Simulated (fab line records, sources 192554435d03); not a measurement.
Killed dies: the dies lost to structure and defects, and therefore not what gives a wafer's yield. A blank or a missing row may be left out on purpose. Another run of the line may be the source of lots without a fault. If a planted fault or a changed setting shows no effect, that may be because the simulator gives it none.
fab line records | flow n5-finfet | part 2 of 2: steps 5 to 6 of 6
record lots=23 wafers=69 last-day=18
route steps=1938 shown BEOL_M7@1278 BEOL_M8@1348
lots with no fault: from the same line, run without faults
start-h: hours from the record's opening day to when the first of the lot's shown wafers began | wait-h: hours from the lot's prior step to this one | " identical to the entry in the row above | L1.1+2: one row covering several wafers at once | - no value, or no start was given | * or withheld: withheld | < > ~ a bound
route shown NAME@n: a module of which the file shows steps, and the number in the route of the first | usual: the fault-free wafers' mean and standard deviation | same: alike in all rows | chamber/n: place in a boat | sites: per-site readings | _std_site: the values' standard deviation | _edge_site: inner sites' mean taken away from outer sites' mean | radius-mm: how far each site lies from the wafer's centre | mask NAME#n: copy n | behind: the most recent tool/chamber to have shaped the wafer | hold: the reason the lot was held/the length of the hold in hours/how it ended | device: the n, p or np transistor that did not switch | end of line: the route-end tests of the same wafers | a step given without rows: its recipe and nothing more | killed: dies lost to structure and defects at the first sort, not the wafer's yield | map: a wafer's dies, x killed, . not, _ none there
set.NAME: the setting that was run; set.NAME@STEP: the one run at that earlier step | model.NAME: the simulator's own value behind a step, which no gauge read
one table for each step of the route and one row for each wafer, over a sample of lots
services: the hour from which a tool's chamber was out of use, counted from the record's first day as start-h (under 0 if before that day), plus the number of hours and why
## steps
# step N5_BEOL_M8_OVL_MEAS_29
# recipe points-per-wafer=522
# usual V7_OVL=-0.4/0.67
# columns lot.wafer tool chamber start-h wait-h V7_OVL[nm]
L074.3 overlay-02 0 193.06 0.0 -0.4
L074.5 " 0 " " -1.5
L074.6 " 0 " " -1.1
L076.1 overlay-01 0 202.60 0.0 -0.5
L076.4 " 0 " " -0.5
L076.6 " 0 " " -0.8
L075.2 overlay-01 0 206.05 0.0 -0.3
L075.5 " 0 " " -1.0
L075.6 " 0 " " -0.5
L077.2 overlay-02 0 211.98 0.0 0.5
L077.3 " 0 " " -0.3
L077.4 " 0 " " -0.4
L078.3 overlay-01 0 223.05 0.0 0.5
L078.4 " 0 " " 0.5
L078.6 " 0 " " 0.2
L079.1 overlay-02 0 230.77 0.0 -0.9
L079.4 " 0 " " -0.8
L079.6 " 0 " " -0.7
L081.2 overlay-02 0 231.90 0.0 -0.2
L081.4 " 0 " " 0.1
L081.6 " 0 " " -0.8
L080.1 overlay-02 0 237.77 0.0 0.8
L080.2 " 0 " " 1.1
L080.3 " 0 " " 0.5
L082.2 overlay-02 0 247.04 0.1 0.4
L082.3 " 0 " " 0.4
L082.6 " 0 " " -1.0
L083.1 overlay-01 0 257.26 0.0 -0.7
L083.3 " 0 " " -0.7
L083.6 " 0 " " -0.7
L084.1 overlay-02 0 260.74 0.0 0.6
L084.2 " 0 " " 0.6
L084.5 " 0 " " 0.5
L086.2 overlay-01 0 271.03 0.0 -0.6
L086.4 " 0 " " -1.4
L086.6 " 0 " " -0.6
L085.4 overlay-01 0 275.09 0.0 -0.9
L085.5 " 0 " " -0.3
L085.6 " 0 " " -0.8
L088.1 overlay-02 0 275.32 0.0 -0.5
L088.2 " 0 " " -1.0
L088.3 " 0 " " -0.2
L087.1 overlay-02 0 280.93 0.0 -1.7
L087.2 " 0 " " -1.5
L087.3 " 0 " " 0.4
L089.1 overlay-02 0 287.34 0.0 -0.4
L089.3 " 0 " " 0.2
L089.4 " 0 " " -0.1
L091.3 overlay-01 0 302.27 0.0 -0.7
L091.4 " 0 " " -0.4
L091.6 " 0 " " -1.1
L093.1 overlay-01 0 315.09 0.0 -1.5
L093.4 " 0 " " -0.6
L093.6 " 0 " " -1.2
L092.2 overlay-01 0 325.00 0.0 -1.4
L092.4 " 0 " " -0.1
L092.6 " 0 " " -1.8
L094.1 overlay-02 0 333.04 0.1 0.1
L094.2 " 0 " " -0.3
L094.3 " 0 " " -0.8
L096.2 overlay-01 0 336.21 0.0 0.6
L096.3 " 0 " " -0.8
L096.5 " 0 " " -0.5
L095.3 overlay-02 0 337.78 0.0 -0.6
L095.5 " 0 " " 0.4
L095.6 " 0 " " -0.2
L097.2 overlay-01 0 347.35 0.0 0.0
L097.4 " 0 " " -0.7
L097.5 " 0 " " -0.9
# step N5_BEOL_M8_ETCH_65
# recipe chemistry=CF4 target=SiARC target-depth-a=156 mask-material=CAR-EUV time-s=26 ion-energy-ev=80 pressure-mtorr=40 source-w=545 bias-w=36 Ar_flow_sccm=100 cf4-flow-sccm=100 ends=cleared
# usual drypump-motor-current-A=5.7/0.4 etch-rf-on-time-s=26.3/1.1 oes-product-au=0.70/0.086 rf-vpp-V=184.0/1.3 showerhead-plenum-p-Torr=2.14/0.08 throttle-valve-pct=15.44/0.25
# columns lot.wafer tool chamber start-h wait-h drypump-motor-current-A etch-rf-on-time-s oes-product-au rf-hours-counter-h rf-vpp-V showerhead-plenum-p-Torr throttle-valve-pct
L074.3 rie-diel-04 0 193.27 0.0 5.6 26.1 0.73 56 185.4 2.27 15.63
L074.5 " 3 " " 6.1 26.4 0.78 - 182.7 2.11 15.20
L074.6 " 2 " " 5.3 26.4 0.58 - 184.3 2.11 15.91
L076.1 rie-diel-04 3 202.81 0.0 6.0 26.9 0.78 21 182.8 2.11 15.21
L076.4 " 0 " " 5.6 26.4 0.72 - 185.5 2.27 15.63
L076.6 " 2 " " 5.3 26.7 0.58 - 183.4 2.11 15.90
L075.2 rie-diel-05 0 206.19 0.0 5.1 24.7 0.80 17 185.3 2.20 15.14
L075.5 " 0 " " 5.1 24.4 0.81 - 185.1 2.20 15.15
L075.6 " 2 " " 5.4 27.7 0.61 - 180.5 1.96 15.54
L077.2 rie-diel-04 3 212.19 0.0 6.0 26.6 0.76 25 183.7 2.11 15.21
L077.3 " 2 " " 5.3 26.8 0.57 255 183.6 2.11 15.91
L077.4 " 0 " " 5.6 26.3 0.71 - 185.7 2.27 15.67
L078.3 rie-diel-05 3 223.18 0.0 5.5 24.1 0.79 33 182.0 2.11 15.73
L078.4 " 0 " " 5.0 24.2 0.80 25 185.1 2.19 15.16
L078.6 " 1 " " 6.2 26.6 0.62 - 186.6 2.22 15.78
L079.1 rie-diel-02 2 230.91 0.0 5.6 26.0 0.84 0 183.9 2.11 15.40
L079.4 " 2 " " 5.6 26.3 0.83 - 183.4 2.11 15.37
L079.6 " 1 " " 5.9 26.9 0.75 - 183.5 2.17 15.14
L081.2 rie-diel-02 2 232.20 0.0 5.6 26.5 0.82 1 184.9 2.11 15.39
L081.4 " 1 " " 5.9 27.7 0.75 - 185.5 2.17 15.14
L081.6 " 0 " " 6.1 25.9 0.58 - 183.3 2.04 15.56
L080.1 rie-diel-05 1 238.53 0.0 6.1 26.6 0.62 180 184.5 2.22 15.77
L080.2 " 2 " " 5.5 27.1 0.59 195 181.8 1.96 15.57
L080.3 " 3 " " 5.6 24.6 0.77 38 183.4 2.11 15.75
L082.2 rie-diel-04 1 247.19 0.0 5.5 26.1 0.59 227 185.6 2.20 15.47
L082.3 " 0 " " 5.6 26.4 0.70 80 186.0 2.26 15.67
L082.6 " 3 " " 6.1 26.5 0.74 - 184.3 2.10 15.23
L083.1 rie-diel-04 1 257.41 0.0 5.4 26.1 0.59 230 184.7 2.20 15.47
L083.3 " 3 " " 6.1 26.6 0.73 44 182.6 2.10 15.23
L083.6 " 1 " " 5.4 25.9 0.59 - 184.9 2.20 15.49
L084.1 rie-diel-05 2 261.25 0.0 5.5 27.1 0.59 201 181.8 1.95 15.60
L084.2 " 3 " " 5.6 24.7 0.76 45 183.9 2.11 15.76
L084.5 " 3 " " 5.6 24.7 0.77 - 184.4 2.11 15.77
L086.2 rie-diel-02 2 271.17 0.0 5.6 26.4 0.78 15 183.8 2.11 15.42
L086.4 " 1 " " 5.9 27.5 0.71 45 184.1 2.16 15.17
L086.6 " 3 " " 6.6 27.5 0.56 - 184.2 2.10 15.42
L085.4 rie-diel-05 1 275.36 0.0 6.2 26.5 0.62 191 185.5 2.22 15.79
L085.5 " 1 " " 6.1 26.3 0.62 - 184.5 2.22 15.83
L085.6 " 0 " " 5.1 24.4 0.76 - 184.0 2.19 15.19
L088.1 rie-diel-02 2 275.53 0.0 5.6 26.1 0.78 16 183.9 2.11 15.41
L088.2 " 3 " " 6.5 27.7 0.56 242 185.0 2.10 15.43
L088.3 " 1 " " 5.9 27.7 0.71 46 185.8 2.16 15.16
L087.1 rie-diel-04 2 281.07 0.0 5.3 27.1 0.81 11 183.0 2.10 15.43
L087.2 " 3 " " 6.1 26.3 0.73 53 182.8 2.10 15.27
L087.3 " 1 " " 5.5 25.7 0.59 239 186.0 2.20 15.50
L089.1 rie-diel-02 3 287.59 0.0 6.6 28.1 0.55 247 183.5 2.10 15.45
L089.3 " 1 " " 5.9 28.1 0.71 52 184.7 2.16 15.18
L089.4 " 3 " " 6.5 28.2 0.55 - 183.7 2.10 15.44
L091.3 rie-diel-02 0 302.96 0.0 6.2 25.2 0.82 7 183.4 2.28 15.11
L091.4 " 0 " " 6.1 25.4 0.81 - 184.7 2.28 15.11
L091.6 " 2 " " 5.6 26.3 0.75 - 182.2 2.10 15.43
L093.1 rie-diel-05 3 315.23 0.0 5.5 24.3 0.75 58 182.7 2.10 15.80
L093.4 " 0 " " 5.1 24.7 0.75 50 184.1 2.19 15.23
L093.6 " 0 " " 5.1 24.6 0.75 - 183.8 2.19 15.20
L092.2 rie-diel-05 1 325.14 0.0 6.1 27.0 0.60 203 184.2 2.21 15.83
L092.4 " 3 " " 5.5 24.1 0.75 61 183.8 2.10 15.78
L092.6 " 1 " " 6.1 26.8 0.61 - 183.7 2.21 15.83
L094.1 rie-diel-02 2 333.59 0.0 5.6 26.5 0.73 42 183.4 2.10 15.47
L094.2 " 1 " " 5.9 28.0 0.69 73 184.3 2.15 15.23
L094.3 " 3 " " 6.6 26.9 0.81 7 182.8 2.10 14.98
L096.2 rie-diel-04 1 336.35 0.0 5.4 25.8 0.80 7 184.4 2.19 15.06
L096.3 " 2 " " 5.3 27.1 0.75 36 183.7 2.09 15.47
L096.5 " 2 " " 5.3 27.1 0.76 - 182.3 2.09 15.49
L095.3 rie-diel-05 2 337.91 0.0 5.4 26.9 0.59 223 182.1 1.95 15.62
L095.5 " 0 " " 5.1 24.5 0.75 - 186.2 2.18 15.23
L095.6 " 3 " " 5.5 24.6 0.74 - 183.2 2.10 15.79
L097.2 rie-diel-02 3 347.68 0.0 6.5 27.0 0.79 12 183.1 2.10 14.99
L097.4 " 2 " " 5.6 26.4 0.72 47 184.5 2.10 15.47
L097.5 " 0 " " 6.1 24.8 0.79 - 186.2 2.28 15.13
## services
# columns tool chamber start-h hours kind
rie-diel-05 - 164.14 0.3 repair
rie-diel-05 - 171.64 2.2 repair
rie-diel-02 3 173.21 5.4 repair
rie-diel-04 1 175.48 62.1 repair
rie-diel-06 - 199.41 3.9 repair
rie-diel-05 3 201.47 13.7 repair
rie-diel-02 2 205.13 - clean
rie-diel-02 2 205.13 - consumable-replace:focus-ring
rie-diel-02 2 205.13 22.7 scheduled-down
rie-diel-02 2 205.13 22.7 vent-cycle
rie-diel-01 3 207.40 19.4 repair
rie-diel-05 2 219.41 2.6 repair
rie-diel-02 3 230.91 5.1 repair
rie-diel-02 0 277.44 - clean
rie-diel-02 0 277.44 - consumable-replace:focus-ring
rie-diel-02 0 277.44 - consumable-replace:showerhead
rie-diel-05 - 291.28 14.6 pm
rie-diel-01 1 293.98 4.3 repair
rie-diel-02 3 294.33 - clean
rie-diel-02 3 294.33 - consumable-replace:focus-ring
rie-diel-03 - 297.78 2.8 pm
rie-diel-04 3 317.19 18.4 repair
rie-diel-02 2 328.01 2.4 repair
rie-diel-01 - 333.66 2.8 pm
